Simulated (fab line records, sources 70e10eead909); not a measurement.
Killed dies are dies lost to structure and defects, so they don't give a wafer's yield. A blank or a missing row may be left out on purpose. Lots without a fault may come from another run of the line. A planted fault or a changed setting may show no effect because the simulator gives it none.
A struck lot beside a sound one | flow nand_harc | 22 steps out of a route of 1159
Sound: wafers L662.3, L662.4, L662.5. Struck: wafers L668.3, L668.4, L668.6. The cause comes at the end.
At each step with rows: each side's tool, then ch and its chambers, then its first start. Under that, the readings that differ: sound wafers | struck wafers | difference of the means | sigmas: that difference in standard deviations of wafers without a fault.
alike: readings whose means differ by less than 2 such deviations, and words and numbers that are the same on both sides. not compared: withheld readings, readings that some wafer has no value for, bounds like >300 that may hide the same value, and numbers for which the record gives no deviation and whose values overlap.
The two part at a step that has a row with sigmas, a row that says differs or no value, or rows on one side only. Numbers that don't overlap but have no deviation are shown without sigmas and don't part them. A reading that every wafer of one side lacks parts them only if that side has two wafers or more.

NHARC_P_CONTACT_CVD_23: deposits W, target thk 200 nm, time 557 s.
  sound on cvd_w-02 ch 0,1; struck on cvd_w-01 ch 0,1
  alike: heater_power_w, throttle_valve_pct
  not compared: since_wet_clean_h
NHARC_P_CONTACT_CMP_24: polishes, t overpolish 30 s, target thk 200 nm.
  sound on cmp-02 ch 0,3, day 6 13:19; struck on cmp-04 ch 1,3, day 8 00:46
  alike: motor_current_A, overpolish_run_s, time_to_endpoint_s
then, 1 step without rows for these wafers: NHARC_P_CONTACT_SRD_26.
NHARC_P_CONTACT_INSPECT_27:
  sound on defect_inspect-01, day 6 13:43; struck on defect_inspect-02, day 8 01:11
  alike: raw_defect_count
then, 7 steps without rows for these wafers: NHARC_P_M0_DEP_00 (deposits SiOC, target thk 150 nm); NHARC_P_M0_DEHYDRATE_01 (time 120 s); NHARC_P_M0_HMDS_02 (time 30 s); NHARC_P_M0_COAT_33 (time 65 s); NHARC_P_M0_COAT_03 (resist thk 90 nm); NHARC_P_M0_SOFTBAKE_04 (time 55 s); NHARC_P_M0_EBR_05.
NHARC_P_M0_EXPOSE_06: exposes mask P M0, target cd 90 nm.
  sound on arfi_scanner-01 ch 0, day 6 14:29; struck on arfi_scanner-02 ch 0, day 8 01:50
  reading              | sound             | struck            | difference | sigmas
  exposure_dose_mJ_cm2 | 81.27 81.28 81.26 | 91.70 91.57 91.54 | +10.33     | +99 or more
  alike: mask, stage_vel_mm_s
then, 2 steps without rows for these wafers: NHARC_P_M0_PEB_07 (peb time 65 s); NHARC_P_M0_DEVELOP_08 (develop time 35 s).
NHARC_P_M0_CD_MEAS_09: target cd 90 nm.
  sound on cd_sem-03 ch 0, day 6 14:37; struck on cd_sem-01 ch 0, day 8 01:58
  reading    | sound          | struck         | difference | sigmas
  cd_nm (nm) | 90.8 89.9 90.4 | 98.1 97.9 97.3 | +7.4       | +15
NHARC_P_M0_OVL_MEAS_10: pitch 180 nm.
  sound on overlay-02, day 6 14:42; struck on overlay-01, day 8 02:03
  alike: overlay_x_nm, overlay_y_nm
NHARC_P_M0_INSPECT_11:
  sound on defect_inspect-01, day 6 14:44; struck on defect_inspect-02, day 8 02:05
  alike: raw_defect_count
NHARC_P_M0_DESCUM_14: chemistry O2, time 3 s.
  sound on rie_diel-02 ch 1,2, day 6 14:48; struck on rie_diel-09 ch 1,2,3, day 8 02:10
  reading               | sound             | struck            | difference | sigmas
  model.P_M0.cd_nm (nm) | 91.24 89.55 90.27 | 97.49 97.75 97.69 | +7.29      |
  alike: drypump_motor_current_A, o2_flow_sccm, oes_product_au, rf_vpp_V, showerhead_plenum_p_Torr, throttle_valve_pct
  not compared: rf_hours_counter_h
NHARC_P_M0_ETCH_34: etches the open film in N2/H2, target depth 40 nm, overetch 12 nm, time 43.94 s.
  sound on rie_diel-02 ch 0,1, day 6 14:53; struck on rie_diel-09 ch 0,2,3, day 8 02:14
  alike: drypump_motor_current_A, n2_flow_sccm, oes_product_au, rf_vpp_V, showerhead_plenum_p_Torr, throttle_valve_pct
  not compared: rf_hours_counter_h
NHARC_P_M0_ETCH_15: etches the open film in C4F8/Ar, target depth 150 nm, overetch 15 nm, time 82.5 s.
  sound on rie_diel-02 ch 1,2; struck on rie_diel-09 ch 0,2,3
  reading               | sound            | struck            | difference | sigmas
  model.P_M0.cd_nm (nm) | 91.01 89.61 90.4 | 97.94 97.75 97.59 | +7.42      |
  alike: oes_product_au, rf_vpp_V
  not compared: rf_hours_counter_h
NHARC_P_M0_CD_MEAS_16:
  sound on cd_sem-03, day 6 15:07; struck on cd_sem-01, day 8 02:27
  reading    | sound          | struck         | difference | sigmas
  cd_nm (nm) | 90.9 89.8 90.6 | 97.7 97.7 97.7 | +7.3       | +12
-- the record jumps here: 13 days lie between the struck wafers' starts before and after (it left off in module P_M0 and takes up again in module END, whose first step shown is number 1159 of the route) --
NHARC_END_SORT_01:
  the record has rows for the struck wafers here (prober-01 ch 0, day 21 12:07) and none for the sound ones

WHERE THEY PART
First at NHARC_P_M0_EXPOSE_06; last, within this record, at NHARC_END_SORT_01.

WHY: what the simulator had put in
Process parameter drift: arfi_scanner-02, from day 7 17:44 on, at NHARC_P_M0_EXPOSE_06. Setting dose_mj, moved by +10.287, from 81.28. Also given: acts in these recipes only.
